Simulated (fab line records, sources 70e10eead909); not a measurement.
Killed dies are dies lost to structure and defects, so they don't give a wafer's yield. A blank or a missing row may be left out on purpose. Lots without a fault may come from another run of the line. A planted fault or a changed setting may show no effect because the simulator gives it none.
Chamber matching | flow nand_harc | NHARC_P_GATE_ETCH_32 on rie_si-05: 4 sister chambers
The step etches the open film in HBr/Cl2, target depth 150 nm, time 100.1 s. 8 wafers are shown with their chamber, then 7 later ones without.

WAFERS WITH THEIR CHAMBER
wafer  | chamber | drypump_motor_current_A (A) | oes_product_au (a.u.)
L087.4 | 1       | 5.9                         | 0.994
L087.5 | 2       | 5.7                         | 0.998
L089.4 | 3       | 6.3                         | 0.997
L090.3 | 0       | 5.5                         | 1.003
L090.5 | 0       | 5.5                         | 0.990
L090.6 | 1       | 5.9                         | 0.990
L092.3 | 3       | 6.4                         | 0.986
L092.4 | 2       | 5.7                         | 0.993

WAFERS WITHOUT THEIR CHAMBER
wafer  | drypump_motor_current_A (A) | oes_product_au (a.u.)
L092.6 | 5.7                         | 0.994
L096.3 | 5.7                         | 1.007
L096.4 | 6.4                         | 1.015
L096.5 | 5.9                         | 1.001
L097.4 | 5.7                         | 1.005
L097.5 | 5.9                         | 1.005
L097.6 | 5.5                         | 1.027

WHICH CHAMBER EACH WENT THROUGH
wafer  | from the rows above | in truth
L092.6 | 2                   | 2
L096.3 | 2                   | 2
L096.4 | 3                   | 3
L096.5 | 1                   | 1
L097.4 | 2                   | 2
L097.5 | 1                   | 1
L097.6 | 0                   | 0
Placed correctly: 7 of 7. Can't be placed from these rows: 0. Placed wrongly: 0.
How it was worked out, from the rows above alone: a wafer's distance from a chamber is the root of the sum, over the readings, of the square of ((its reading less the chamber's mean) divided by the reading's scatter). The wafer belongs to the nearest chamber; if the next one is less than 2 further off, it can't be placed. A chamber's mean is the mean of its shown wafers. The scatter: the root of (the sum of the squares of (reading less its chamber's mean) over the shown wafers, divided by (wafers less chambers)).
